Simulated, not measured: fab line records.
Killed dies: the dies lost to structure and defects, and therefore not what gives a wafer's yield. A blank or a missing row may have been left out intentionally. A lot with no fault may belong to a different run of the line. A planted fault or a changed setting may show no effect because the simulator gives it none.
Chamber matching    flow nandHarc    4 sister chambers for NHARC_A_STAIRCASE_DESCUM_270 on rieDiel-12
The step chemistry O2, time 3 s. 4 wafers are shown with their chamber, then 10 later ones without.

WAFERS PAIRED WITH THEIR CHAMBERS
wafer   chamber  drypumpMotorCurrentA (A)
L082.5  1        6.1
L087.3  0        6.8
L089.1  3        5.3
L089.2  2        5.8

WAFERS WITHOUT THEIR CHAMBER
wafer   drypumpMotorCurrentA (A)
L089.3  6.1
L091.1  5.4
L091.3  5.8
L091.5  6.1
L093.1  5.9
L093.3  5.4
L093.5  6.7
L096.1  6.7
L096.2  5.8
L096.3  6.1

EACH ONE'S CHAMBER
wafer   from the rows above      in truth
L089.3  1                        1
L091.1  3                        3
L091.3  2                        2
L091.5  1                        1
L093.1  can't be placed: 2 or 1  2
L093.3  3                        3
L093.5  0                        0
L096.1  0                        0
L096.2  2                        2
L096.3  1                        1
Placed correctly: 9 of 10. These rows do not allow placing 1 (true chamber among the candidates in 1). Wrongly placed: 0.
How it was worked out, from the rows above alone: a wafer's distance from a chamber is the root of the sum, over the readings, of the square of ((its reading less the chamber's mean) divided by the reading's scatter). If the next closest chamber is less than 2 further off than the closest, the wafer can't be placed; otherwise it belongs to the closest. The mean given for a chamber averages the wafers shown for that chamber. The scatter: root of mean squared gap, hidden wafer to nearest shown wafer, with one shown wafer a chamber.
